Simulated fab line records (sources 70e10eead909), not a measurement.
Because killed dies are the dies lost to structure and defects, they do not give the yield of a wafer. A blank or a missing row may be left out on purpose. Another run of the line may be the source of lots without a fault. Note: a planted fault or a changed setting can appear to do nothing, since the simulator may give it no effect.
Which tool was responsible? ; flow nand harc ; 12 lots, 36 wafers sampled, at 6 steps of a route of 1159

## WHAT THE GAUGES SHOWED, per wafer
NHARC_A_SGD_CUT_THK_MEAS_22: measures by ellipsometry.
lot;measured;on;thk nm (nm)
L075;day 14 10:06;film metro-01;148.5 147.5 147.9
L077;day 15 03:26;film metro-01;147.8 147.6 147.6
L080;day 15 03:17;film metro-02;148.0 148.2 148.8
L081;day 15 18:26;film metro-02;149.8 150.5 148.1
L082;day 16 04:26;film metro-02;147.3 148.3 149.1
L085;day 17 06:01;film metro-02;147.6 150.3 147.5
L087;day 17 06:01;film metro-01;147.0 147.0 147.5
L088;day 17 22:45;film metro-02;149.5 150.2 148.8
L091;day 18 04:37;film metro-01;151.1 145.5 150.1
L093;day 18 09:35;film metro-01;148.2 148.1 147.1
L096;day 18 22:34;film metro-02;147.3 145.5 148.1
L097;day 20 04:35;film metro-02;146.5 147.8 147.5

## TOOL THAT RAN EACH LOT (tool first, then ch and the chambers of the sampled wafers, then the start)
lot;NHARC_A_STAIRCASE_DESCUM_252;NHARC_A_STAIRCASE_HM_DEP_462;NHARC_A_STAIRCASE_DESCUM_312;NHARC_A_STAIRCASE_ETCH_315;NHARC_A_SGD_CUT_STRIP_17
L075;rie diel-10 ch 1,2, day 11 21:47;acl dep-02 ch 0, day 12 05:26;rie diel-01 ch 0,1, day 12 07:40;rie diel-01 ch 1,2, day 14 10:06 or earlier;rie diel-02 ch 0,2, day 14 10:06 or earlier
L077;rie diel-10 ch 2,3, day 12 07:41;acl dep-01 ch 0, day 12 14:52;rie diel-12 ch 0,1,2, day 12 17:51;rie diel-12 ch 0,2,3, day 15 03:26 or earlier;rie diel-03 ch 0,3, day 15 03:26 or earlier
L080;rie diel-10 ch 2,3, day 12 10:53;acl dep-03 ch 0, day 12 19:26;rie diel-12 ch 1,3, day 12 22:36;rie diel-12 ch 1,3, day 15 03:17 or earlier;rie diel-04 ch 1,2,3, day 15 03:17 or earlier
L081;rie diel-01 ch 0,1,3, day 12 23:49;acl dep-02 ch 0, day 13 07:26;rie diel-01 ch 0,1,3, day 13 10:17;rie diel-01 ch 1,2, day 15 18:26 or earlier;rie diel-04 ch 0,1, day 15 18:26 or earlier
L082;rie diel-10 ch 0,1,3, day 13 12:54;acl dep-01 ch 0, day 13 21:52;rie diel-01 ch 1,2, day 14 00:25;rie diel-01 ch 1,2, day 16 04:26 or earlier;rie diel-03 ch 0,2, day 16 04:26 or earlier
L085;rie diel-10 ch 0,1,2, day 14 10:55;acl dep-03 ch 0, day 14 19:43;rie diel-01 ch 0,2,3, day 14 22:28;rie diel-01 ch 0,3, day 17 06:01 or earlier;rie diel-04 ch 0,1, day 17 06:01 or earlier
L087;rie diel-12 ch 0,1, day 14 11:37;acl dep-01 ch 0, day 14 20:09;rie diel-12 ch 0,1,2, day 14 22:43;rie diel-12 ch 0,1,2, day 17 06:01 or earlier;rie diel-03 ch 1,2, day 17 06:01 or earlier
L088;rie diel-10 ch 1,2,3, day 15 05:02;acl dep-03 ch 0, day 15 16:16;rie diel-12 ch 0,2,3, day 15 18:47;rie diel-12 ch 0,2, day 17 22:45 or earlier;rie diel-02 ch 1,3, day 17 22:45 or earlier
L091;rie diel-01 ch 1,2, day 15 08:41;acl dep-01 ch 0, day 15 20:58;rie diel-01 ch 0,1,2, day 15 23:52;rie diel-01 ch 0,3, day 18 04:37 or earlier;rie diel-03 ch 0,2,3, day 18 04:37 or earlier
L093;rie diel-01 ch 2,3, day 15 14:47;acl dep-01 ch 0, day 16 02:22;rie diel-01 ch 0,1,3, day 16 05:05;rie diel-01 ch 0,1,3, day 18 09:35 or earlier;rie diel-02 ch 0,2,3, day 18 09:35 or earlier
L096;rie diel-01 ch 1,2,3, day 16 07:14;acl dep-01 ch 0, day 16 15:18;rie diel-01 ch 1,2,3, day 16 18:08;rie diel-01 ch 0,1,3, day 18 22:34 or earlier;rie diel-03 ch 0,2,3, day 18 22:34 or earlier
L097;rie diel-12 ch 0,1,2, day 17 10:13;acl dep-02 ch 0, day 17 17:18;rie diel-10 ch 1,2,3, day 17 19:45;rie diel-10 ch 0,2, day 20 04:35 or earlier;rie diel-03 ch 0,3, day 20 04:35 or earlier
- NHARC_A_STAIRCASE_DESCUM_252: chemistry O2, time 3 s.
- NHARC_A_STAIRCASE_HM_DEP_462: deposits aC, target thk 800 nm.
- NHARC_A_STAIRCASE_DESCUM_312: chemistry O2, time 3 s.
- NHARC_A_STAIRCASE_ETCH_315: etches the open film in C4F8/O2/Ar, target depth 2500 nm, time 607.1 s.
- NHARC_A_SGD_CUT_STRIP_17: strips in O2.

## THE ANSWER, worked out from the rows above alone
Rule: what is usual is taken from the lots themselves. Put in order of their means at a reading, lots are off if they are a third of the lots or fewer, leave a main group of 4 or more, and stand apart from it by a gap of 3 or more times the standard deviation of the main group's means; of several such gaps the widest counts. A main group whose means are all the same, to the digits that the tables above print for the reading, isn't used. A lot without any number at a reading at which 4 lots or more have one is off too. The other lots that the step has rows for count as sound.
Nothing can be told from this: no lot is off at any reading shown.

## WHAT WAS PUT IN BY THE SIMULATOR
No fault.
